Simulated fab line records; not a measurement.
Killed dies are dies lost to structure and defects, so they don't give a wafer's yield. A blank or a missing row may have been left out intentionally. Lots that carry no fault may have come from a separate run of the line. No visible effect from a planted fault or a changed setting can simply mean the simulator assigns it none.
A lot that was struck, set against a sound lot	flow n5Finfet	14 out of 1938 route steps
Sound: these wafers, L809.3, L809.5. Struck: wafer L816.5 (L816.1, L816.4, from the same lot, were not struck and are left out); the cause is given at the end.
At each step with rows: each side's tool, then ch and its chambers, then its first start. Under that, the readings that differ: sound wafers	struck wafers	difference of the means	sigmas: that difference in standard deviations of wafers without a fault.
alike: readings whose means differ by less than 2 such deviations, and words and numbers that are the same on both sides. not compared: withheld readings, readings that some wafer has no value for, bounds like >300 that may hide the same value, and numbers for which the record gives no deviation and whose values overlap.
A row with sigmas, a row that says differs or no value, or rows on one side alone: a step with any of these is where the two part. Numbers that don't overlap but have no deviation are shown without sigmas and don't part them. A reading that every wafer of one side lacks parts them only if that side has two wafers or more.

first, 2 steps without rows for these wafers: N5_BEOL_M4_ANNEAL_87 (time 240 s); N5_BEOL_M4_SPUTTER_88 (material Cu, target thk 4.5 nm, time 8.29 s).
N5_BEOL_M4_ANNEAL_89: time 240 s.
  sound on pvdSputter-03, day 9 01:37; struck on pvdSputter-02, day 10 20:15
reading	sound	struck	difference	sigmas
heaterPowerW (W)	890 783	996	+160	+2
N5_BEOL_M4_SPUTTER_90: material Cu, target thk 4.5 nm, time 8.29 s.
  sound on pvdSputter-03, day 9 01:46; struck on pvdSputter-02, day 10 20:23
  alike: chuckSensorTempC, throttleValvePct
then, 1 step without rows for these wafers: N5_BEOL_M4_ANNEAL_91 (time 240 s).
N5_BEOL_M4_SPUTTER_92: material Cu, target thk 4.5 nm, time 8.29 s.
  sound on pvdSputter-03, day 9 01:59; struck on pvdSputter-02, day 10 20:37
  alike: chuckSensorTempC, throttleValvePct
N5_BEOL_M4_ANNEAL_93: time 240 s.
  sound on pvdSputter-03, day 9 02:04; struck on pvdSputter-02, day 10 20:41
reading	sound	struck	difference	sigmas
heaterPowerW (W)	891 778	1014	+180	+3
then, 4 steps without rows for these wafers: N5_BEOL_M4_SPUTTER_94 (material Cu, target thk 4.5 nm, time 8.29 s); N5_BEOL_M4_ANNEAL_95 (time 240 s); N5_BEOL_M4_SPUTTER_96 (material Cu, target thk 4.5 nm, time 8.29 s); N5_BEOL_M4_ECD_50 (material Cu, target thk 300 nm).
N5_BEOL_M4_ANNEAL_51: time 90 s.
  sound on rtpAnneal-01 ch 0, day 9 02:43; struck on rtpAnneal-01 ch 0, day 10 21:15
  alike: wafer_temp_C_max
N5_BEOL_M4_CMP_52: polishes, stops on SiOC, t overpolish 6.8 s, target thk 40 nm.
  sound on cmp-03 ch 0,1, day 9 02:57; struck on cmp-03 ch 2, day 10 21:32
reading	sound	struck	difference	sigmas
barrierFieldEndpointS (s)	25.4 24.3	32.3	+7.4	+11
timeToEndpointS (s)	63 58	81	+20	+6
  alike: clearingPlatenRpm, motorCurrentA, overpolishRunS, slurryFilterDpKPa
-- a jump in the record: the struck wafers' starts before and after are 5 days apart (it breaks off in module BEOL_M4 and resumes in module PASSIVATION, where the first step shown is number 1936 of the route) --
N5_PASSIVATION_PROBE_49:
  sound on prober-01, day 13 09:37; struck on prober-01, day 15 11:38
reading	sound	struck	difference	sigmas
killedAtContacts	20 33	10	-16	-3
killedAtFrontEnd	50 60	33	-22	-2
killedDies	112 150	97	-34	-2
sort_bin_5_function (%)	5.8 7.2	4.3	-2.2	-2
sortNPass	1068 1030	1083	+34	+2
  alike: defectLimitedYield, killed_at_M0_to_M3, killed_at_M4_up, killedAtOther, killedOpen, killedShort, sort_bin_6_memory, sortYieldPct

## WHERE THEY PART
Last at N5_PASSIVATION_PROBE_49 as far as this record goes, first at N5_BEOL_M4_ANNEAL_89.

WHY: whatever the simulator had introduced
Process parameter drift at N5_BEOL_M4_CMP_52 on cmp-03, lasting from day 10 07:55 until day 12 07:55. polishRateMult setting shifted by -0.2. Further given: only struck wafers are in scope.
